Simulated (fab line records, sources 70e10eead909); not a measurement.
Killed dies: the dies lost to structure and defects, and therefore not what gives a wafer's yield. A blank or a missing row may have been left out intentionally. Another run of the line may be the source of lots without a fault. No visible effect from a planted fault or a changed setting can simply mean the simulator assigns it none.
fab line records ; flow nandHarc
record lots=12; wafers=36; lastDay=24
route steps=1159 shown A_WL_FILL@825 A_BONDPAD@1080 THIN_TSV@1107 END@1159
lots with no fault: from the same line, run without faults
startH: start of the lot's first displayed wafer, in hours after the record's first day ; waitH: hours elapsed since this lot's preceding step ; " as in the row above ; L1.1+2: several wafers, shown together as one row ; - no value, or no start was given ; * or withheld: withheld ; < > ~ a bound
route shown NAME@n: names a module that has steps shown in the file, with the first one's number in the route ; usual: average and standard deviation across the fault-free wafers ; same: alike in all rows ; chamber/n: place in a boat ; sites: readings site by site ; _std_site: standard deviation across them ; _edge_site: the outer-site mean with the inner-site mean subtracted ; radiusMm: for every site, how far away it sits from the centre of the wafer ; mask NAME#n: copy n ; behind: the tool/chamber that last shaped the wafer ; hold: what put the lot on hold/how long, in hours/how the hold closed ; device: transistor that didn't switch, given as n, p or np ; end of line: the same wafers' tests at the end of the route ; a step given without rows: its recipe and nothing more ; killed: dies that structure and defects cost at the first sort, which is not the same as the wafer's yield ; map: a wafer's dies, x killed, . not, _ none there
set.NAME: setting as actually run; set.NAME@STEP: the setting as run at that earlier step ; model.NAME: the simulator's own value behind a step, which no gauge read
a sample of lots followed through the steps of the route, with each step as a table and each wafer as a row
services: from which hour (startH, from the record's first day; less than 0 if before it) a tool's chamber was out of use, for how many hours, and why
## steps
# step NHARC_A_WL_FILL_ETCHBACK_17
# recipe targetDepthA=40; timeS=26.7; chemistry=Cl2/BCl3
# usual drypumpMotorCurrentA=5.3/0.31; oesProductAu=0.998/0.0072
lot.wafer;tool;chamber;startH;waitH;drypumpMotorCurrentA;oesProductAu;rfHoursCounterH
L877.1;rieMetal-01;1;350.69;-;5.3;1.004;0.4
L877.3;rieMetal-01;1;350.69;-;5.3;0.996;-
L877.5;rieMetal-01;1;350.69;-;5.3;0.982;-
L878.2;rieMetal-01;1;351.72;-;5.3;1.005;0.5
L878.3;rieMetal-01;0;351.72;-;5.0;0.988;-
L878.6;rieMetal-01;0;351.72;-;5.0;0.998;-
L879.2;rieMetal-03;0;356.80;-;5.5;0.995;2.1
L879.1;rieMetal-03;1;356.80;-;5.3;1.001;2.1
L879.5;rieMetal-03;1;356.80;-;5.3;0.993;-
L881.2;rieMetal-02;1;359.23;-;5.4;0.996;3.6
L881.5;rieMetal-02;1;359.23;-;5.4;0.998;-
L881.6;rieMetal-02;0;359.23;-;6.1;1.000;-
L880.3;rieMetal-02;1;363.00;-;5.4;1.014;-
L880.4;rieMetal-02;0;363.00;-;6.1;0.998;-
L880.5;rieMetal-02;1;363.00;-;5.4;1.010;-
L882.1;rieMetal-03;1;375.64;-;5.2;0.989;2.8
L882.4;rieMetal-03;1;375.64;-;5.3;1.000;-
L882.6;rieMetal-03;1;375.64;-;5.3;0.995;-
L883.1;rieMetal-03;1;382.45;-;5.2;0.989;2.9
L883.2;rieMetal-03;1;382.45;-;5.2;0.992;-
L883.6;rieMetal-03;1;382.45;-;5.3;1.004;-
L884.1;rieMetal-01;1;400.09;-;5.3;1.008;2.2
L884.3;rieMetal-01;1;400.09;-;5.3;0.999;-
L884.6;rieMetal-01;0;400.09;-;5.0;1.001;-
L890.1;rieMetal-03;0;418.70;-;5.5;0.989;3.1
L890.2;rieMetal-03;1;418.70;-;5.2;0.998;4.7
L890.3;rieMetal-03;1;418.70;-;5.2;0.992;-
L891.2;rieMetal-03;1;442.89;-;5.3;0.993;5.2
L891.5;rieMetal-03;1;442.89;-;5.3;1.004;-
L891.6;rieMetal-03;0;442.89;-;5.4;0.992;-
L899.1;rieMetal-01;1;474.96;-;5.3;0.997;4.5
L899.4;rieMetal-01;0;474.96;-;5.0;1.003;-
L899.5;rieMetal-01;0;474.96;-;5.0;0.999;-
L898.2;rieMetal-02;1;478.16;-;5.4;1.005;3.1
L898.4;rieMetal-02;0;478.16;-;6.1;1.008;-
L898.5;rieMetal-02;0;478.16;-;6.1;0.997;-
# step NHARC_A_BONDPAD_ETCH_24
# recipe targetDepthA=300; overEtchFrac=0.3; timeS=72.99; ionEnergyEv=150; cf4FlowSccm=50; n2FlowSccm=100; arFlowSccm=150; rfW=300; biasW=100; chemistry=CF4/N2
# usual drypumpMotorCurrentA=5.60/0.18; mfcArSccm=150.0/0.48; oesProductAu=0.999/0.0078; rfFwdPowerW=298.3/0.92; rfVppV=315.5/1.6; showerheadPlenumPTorr=2.70/0.082; throttleValvePct=19.795/0.0094
lot.wafer;tool;chamber;startH;waitH;drypumpMotorCurrentA;mfcArSccm;oesProductAu;rfFwdPowerW;rfHoursCounterH;rfVppV;showerheadPlenumPTorr;throttleValvePct
L878.3;rieDiel-03;0;-;-;5.48;150.2;0.990;298.0;0.5;316.0;2.75;19.788
L878.2;rieDiel-03;1;-;-;5.41;149.9;0.999;298.7;0.5;316.6;2.76;19.790
L878.6;rieDiel-03;0;-;-;5.45;149.4;0.994;298.8;-;315.5;2.75;19.796
L877.1;rieDiel-03;2;-;-;5.74;150.2;1.015;299.2;0.8;318.8;2.78;19.779
L877.3;rieDiel-03;0;-;-;5.48;151.0;0.990;297.3;0.7;316.7;2.75;19.796
L877.5;rieDiel-03;2;-;-;5.73;150.3;1.014;297.6;-;317.0;2.78;19.785
L881.2;rieDiel-07;1;-;-;5.90;149.5;0.996;296.8;0.0;311.6;2.49;19.822
L881.6;rieDiel-07;1;-;-;5.86;149.5;1.010;298.0;-;312.8;2.49;19.801
L881.5;rieDiel-07;2;-;-;5.83;149.5;0.987;299.3;-;314.3;2.65;19.787
L879.1;rieDiel-07;2;-;-;5.84;150.2;0.992;298.7;0.3;314.7;2.65;19.801
L879.2;rieDiel-07;3;-;-;5.57;150.1;0.984;297.3;0.3;314.2;2.65;19.802
L879.5;rieDiel-07;1;-;-;5.88;150.5;1.004;300.4;-;310.8;2.49;19.810
L880.3;rieDiel-03;0;-;-;5.46;149.3;0.991;298.1;1.0;317.6;2.75;19.786
L880.4;rieDiel-03;2;-;-;5.75;149.7;1.005;297.3;1.1;315.3;2.78;19.786
L880.5;rieDiel-03;1;-;-;5.45;149.9;1.000;297.8;-;316.8;2.76;19.790
L882.4;rieDiel-03;1;-;-;5.45;149.8;0.997;297.2;1.8;315.9;2.75;19.783
L882.1;rieDiel-03;2;-;-;5.75;149.8;0.998;297.3;1.8;316.9;2.78;19.787
L882.6;rieDiel-03;0;-;-;5.47;149.9;0.995;299.1;-;314.9;2.75;19.796
L883.2;rieDiel-07;3;-;-;5.56;149.3;1.002;298.4;8.1;314.5;2.65;19.797
L883.1;rieDiel-07;0;-;-;5.87;149.7;1.005;299.5;7.8;312.8;2.51;19.786
L883.6;rieDiel-07;2;-;-;5.85;150.6;1.000;299.4;-;317.0;2.65;19.815
L884.1;rieDiel-03;2;-;-;5.75;150.3;1.010;299.2;2.3;317.0;2.78;19.784
L884.3;rieDiel-03;0;-;-;5.45;150.3;0.990;299.4;2.2;314.7;2.75;19.799
L884.6;rieDiel-03;3;-;-;5.51;150.7;1.000;299.1;-;313.1;2.64;19.791
L890.1;rieDiel-03;3;-;-;5.50;150.0;1.001;298.5;3.2;314.5;2.64;19.801
L890.2;rieDiel-03;1;-;-;5.42;149.5;1.009;298.3;3.2;317.5;2.75;19.789
L890.3;rieDiel-03;2;-;-;5.75;150.0;0.997;296.9;3.3;317.0;2.78;19.793
L891.2;rieDiel-03;1;-;-;5.45;150.1;1.005;298.2;3.7;317.0;2.75;19.795
L891.5;rieDiel-03;1;-;-;5.45;149.5;1.000;298.5;-;317.0;2.75;19.791
L891.6;rieDiel-03;2;-;-;5.74;149.9;1.001;298.0;-;316.8;2.78;19.803
L899.4;rieDiel-03;1;-;-;5.43;150.4;1.012;298.8;5.3;316.4;2.75;19.810
L899.1;rieDiel-03;2;-;-;5.74;149.4;1.007;297.8;5.4;317.1;2.78;19.782
L899.5;rieDiel-03;1;-;-;5.44;151.1;0.999;298.8;-;315.3;2.75;19.794
L898.2;rieDiel-03;0;-;-;5.44;149.9;0.998;297.6;5.6;315.5;2.75;19.795
L898.4;rieDiel-03;3;-;-;5.50;151.3;1.008;297.4;5.8;314.7;2.64;19.793
L898.5;rieDiel-03;0;-;-;5.45;151.0;1.010;297.4;-;315.0;2.75;19.802
# step NHARC_A_BONDPAD_CMP_19
# recipe tOverpolishS=30; cuRecessTouchS=16; targetThkNm=169.8
# usual motorCurrentA=11.9/0.85; overpolishRunS=30.000/0.0088
# same tOverpolishS=30
lot.wafer;tool;chamber;startH;waitH;motorCurrentA;overpolishRunS
L878.3;cmp-01;3;411.70;-;12.9;29.983
L878.2;cmp-01;0;411.70;-;11.6;30.015
L878.6;cmp-01;0;411.70;-;10.7;29.991
L877.3;cmp-03;3;413.17;-;11.7;30.003
L877.1;cmp-03;0;413.17;-;11.0;30.006
L877.5;cmp-03;2;413.17;-;12.7;29.983
L881.2;cmp-03;3;419.96;-;12.2;30.005
L881.6;cmp-03;3;419.96;-;11.9;29.988
L881.5;cmp-03;0;419.96;-;10.6;29.995
L879.2;cmp-04;2;421.44;-;11.4;30.008
L879.1;cmp-04;3;421.44;-;10.8;30.003
L879.5;cmp-04;1;421.44;-;10.2;29.997
L880.4;cmp-03;3;421.72;-;12.2;29.990
L880.3;cmp-03;1;421.72;-;12.4;29.991
L880.5;cmp-03;2;421.72;-;12.8;30.004
L882.4;cmp-03;1;434.98;-;12.2;30.001
L882.1;cmp-03;2;434.98;-;12.6;30.005
L882.6;cmp-03;3;434.98;-;12.3;29.993
L883.2;cmp-04;3;447.29;-;10.8;29.987
L883.1;cmp-04;2;447.29;-;12.4;29.998
L883.6;cmp-04;3;447.29;-;11.9;29.998
L884.1;cmp-04;3;458.00;-;11.1;30.002
L884.3;cmp-04;0;458.00;-;12.5;30.007
L884.6;cmp-04;1;458.00;-;10.2;29.989
L890.2;cmp-03;2;479.76;-;12.6;29.996
L890.1;cmp-03;0;479.76;-;10.8;30.004
L890.3;cmp-03;1;479.76;-;12.2;30.002
L891.2;cmp-03;2;493.64;-;12.0;29.990
L891.6;cmp-03;2;493.64;-;13.1;29.990
L891.5;cmp-03;3;493.64;-;12.6;30.005
L899.4;cmp-03;0;537.63;-;11.2;29.999
L899.1;cmp-03;1;537.63;-;12.5;29.993
L899.5;cmp-03;0;537.63;-;10.8;30.017
L898.2;cmp-01;1;548.82;-;12.2;30.000
L898.4;cmp-01;3;548.82;-;13.2;29.992
L898.5;cmp-01;0;548.82;-;10.8;30.001
# step NHARC_THIN_TSV_DEP_43
# recipe targetThkA=13285; tempC=withheld; pressureTorr=6.5; rfW=900; teosFlowSccm=161.4; flowSccm=2650; targetThkNm=1328.5; gas=O2; material=SiO2
# usual rfFwdPowerW=898.3/2.6; showerheadVppV=1884/89; throttleValvePct=15.9/0.47
lot.wafer;tool;chamber;startH;waitH;rfFwdPowerW;showerheadVppV;throttleValvePct
L878.2;pecvd-04;0;447.01;-;896.7;1967;15.6
L878.3;pecvd-04;1;447.01;-;899.8;1866;16.1
L878.6;pecvd-04;0;447.01;-;898.2;1925;15.6
L877.1;pecvd-04;1;449.47;-;896.2;1889;15.8
L877.3;pecvd-04;2;449.47;-;901.9;1668;15.4
L877.5;pecvd-04;1;449.47;-;901.7;1891;16.0
L881.2;pecvd-01;1;451.05;-;895.3;1886;15.7
L881.5;pecvd-01;0;451.05;-;899.6;1984;16.5
L881.6;pecvd-01;1;451.05;-;896.8;1938;15.6
L879.2;pecvd-01;1;452.58;-;902.0;1881;15.5
L879.1;pecvd-01;2;452.58;-;900.3;1818;15.7
L879.5;pecvd-01;1;452.58;-;904.5;1902;15.7
L880.3;pecvd-01;1;454.30;-;894.3;1887;15.5
L880.4;pecvd-01;2;454.30;-;898.6;1804;15.8
L880.5;pecvd-01;1;454.30;-;900.9;1907;15.5
L882.1;pecvd-04;0;455.44;-;895.7;1937;15.7
L882.6;pecvd-04;0;455.44;-;895.7;1989;15.8
L882.4;pecvd-04;1;455.44;-;900.2;1897;16.0
L883.2;pecvd-02;2;460.15;-;899.7;1966;15.7
L883.1;pecvd-02;0;460.15;-;897.0;2032;15.6
L883.6;pecvd-02;0;460.15;-;903.4;1991;15.2
L884.3;pecvd-02;2;467.28;-;899.9;1983;15.8
L884.1;pecvd-02;0;467.28;-;895.3;2045;15.6
L884.6;pecvd-02;0;467.28;-;892.1;1993;15.5
L890.3;pecvd-02;2;493.89;-;897.6;1982;16.0
L890.2;pecvd-02;0;493.89;-;897.2;2033;15.5
L890.1;pecvd-02;1;493.89;-;895.2;1900;17.1
L891.2;pecvd-01;1;505.97;-;901.2;1856;15.7
L891.5;pecvd-01;1;505.97;-;898.0;1911;15.9
L891.6;pecvd-01;2;505.97;-;898.1;1796;15.8
L899.1;pecvd-04;2;552.26;-;897.5;1732;15.7
L899.5;pecvd-04;0;552.26;-;897.2;1919;15.6
L899.4;pecvd-04;1;552.26;-;896.1;1904;16.0
L898.2;pecvd-02;0;562.34;-;899.7;2022;15.6
L898.5;pecvd-02;2;562.34;-;897.7;2010;15.4
L898.4;pecvd-02;0;562.34;-;896.5;2034;15.6
# step NHARC_END_SORT_01
# recipe tempC=25
# usual killedAtArray=28/11; killedAtOther=0.8/1.3; killedAtPeriphery=3.6/2.5; killedDies=32/11; killedOpen=3.0/1.8; killedShort=2.0/1.5
# same grossDies=677
lot.wafer;tool;chamber;startH;waitH;killedAtArray;killedAtOther;killedAtPeriphery;killedDies;killedOpen;killedShort
L890.1;prober-02;0;516.33;2.5;101;0;1;102;2;3
L890.2;prober-02;0;517.14;2.8;107;0;0;107;0;1
L890.3;prober-02;0;517.95;3.1;88;0;1;89;1;0
L891.2;prober-02;0;525.03;2.8;85;0;4;89;2;1
L891.5;prober-02;0;527.42;3.7;96;0;3;99;5;4
L891.6;prober-02;0;528.21;4.0;98;1;2;101;3;1
# killed by level:class
L890.1 A_WL_FILL:unspecified=66 A_SLIT:chamberFilmFlake=14 A_STAIRCASE:chamberFilmFlake=7 A_CHANNEL_HOLE_D1:chamberFilmFlake=5 A_CONTACT:chamberFilmFlake=4 A_WL_FILL:geometricParticle:short=2 P_M1:geometricParticle:short=1 A_CHANNEL_FILL_D1:geometricParticle:open=1
L890.2 A_WL_FILL:unspecified=75 A_SLIT:chamberFilmFlake=14 A_CONTACT:chamberFilmFlake=6 A_STAIRCASE:chamberFilmFlake=4 A_WL_FILL:chamberFilmFlake=4 A_CHANNEL_HOLE_D1:chamberFilmFlake=3 A_BLC:geometricParticle:short=1
L890.3 A_WL_FILL:unspecified=72 A_SLIT:chamberFilmFlake=8 A_CHANNEL_HOLE_D1:chamberFilmFlake=3 A_STAIRCASE:chamberFilmFlake=2 A_CONTACT:chamberFilmFlake=2 A_CONTACT:geometricParticle:open=1 P_BONDPAD:chamberFilmFlake=1
L891.2 A_WL_FILL:unspecified=70 A_CHANNEL_HOLE_D1:chamberFilmFlake=9 A_CONTACT:chamberFilmFlake=4 P_CONTACT:geometricParticle:open=1 P_M2:geometricParticle:open=1 A_M0:geometricParticle:short=1 P_ZERO_WELL:chamberFilmFlake=1 P_M2:chamberFilmFlake=1
L891.5 A_WL_FILL:unspecified=65 A_CHANNEL_HOLE_D1:chamberFilmFlake=15 A_CONTACT:chamberFilmFlake=5 A_CHANNEL_FILL_D1:geometricParticle:short=3 A_STAIRCASE:chamberFilmFlake=3 A_M0:geometricParticle:open=2 P_CONTACT:geometricParticle:open=1 P_M0:geometricParticle:open=1
L891.6 A_WL_FILL:unspecified=76 A_CHANNEL_HOLE_D1:chamberFilmFlake=10 A_CONTACT:chamberFilmFlake=7 A_STAIRCASE:chamberFilmFlake=3 P_CONTACT:geometricParticle:open=1 A_CHANNEL_FILL_D1:geometricParticle:open=1 A_M0:geometricParticle:open=1 P_BONDPAD:chamberFilmFlake=1
## services
tool;chamber;startH;hours;kind
rieMetal-01;-;332.00;9.0;pm
pecvd-02;-;334.03;13.0;pm
cmp-03;-;344.63;0.4;repair
rieMetal-01;-;347.67;0.3;repair
cmp-03;-;352.13;4.0;pm
rieDiel-03;2;364.58;3.6;repair
pecvd-04;1;366.56;3.1;repair
rieMetal-03;0;374.05;27.6;repair
pecvd-04;-;376.21;13.0;pm
rieMetal-01;0;389.93;6.3;repair
rieDiel-03;-;392.30;9.0;pm
pecvd-01;-;418.18;13.0;pm
cmp-03;-;450.13;4.0;pm
rieMetal-03;-;453.21;9.0;pm
cmp-03;-;460.71;2.0;repair
cmp-03;-;469.06;0.9;repair
rieMetal-03;1;484.46;19.7;repair
rieMetal-03;0;504.04;7.6;repair
rieMetal-01;-;509.00;9.0;pm
pecvd-02;-;515.46;13.0;pm
rieDiel-03;-;523.65;0.4;repair
cmp-03;-;548.13;4.0;pm
rieMetal-03;0;554.66;19.6;repair
rieDiel-03;0;557.17;1.4;repair
## key
firstSign step=NHARC_END_SORT_01; reading=killedAtArray; direction=up; sigmas=6.5; usual=28; struck=96
effect step=NHARC_END_SORT_01; reading=killedDies; direction=up; sigmas=5.9; usual=32; struck=98
moreKillsBornAt NHARC_A_WL_FILL_ETCHBACK_17@rieMetal-03=424
metAt NHARC_A_WL_FILL_ETCHBACK_17
struckLots L890,L891
testerLeftOut L890,L891
notActingAt NHARC_A_BONDPAD_ETCH_24,NHARC_A_BONDPAD_CMP_19,NHARC_THIN_TSV_DEP_43
onsetBetween 382.45 418.70
fault kind=chamberParticleSource; tool=rieMetal-03; chamber=-; onsetH=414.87; steps=NHARC_A_WL_FILL_ETCHBACK_17; ratePerVisitCm2=0.39729; endH=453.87
# testerLeftOut: of these lots the tester's yield and bins aren't shown, on N5 and GAA mostly nor the transistor test; their killed dies are dies lost to structure and defects alone, not to doping, threshold or leakage, so they don't give the yield
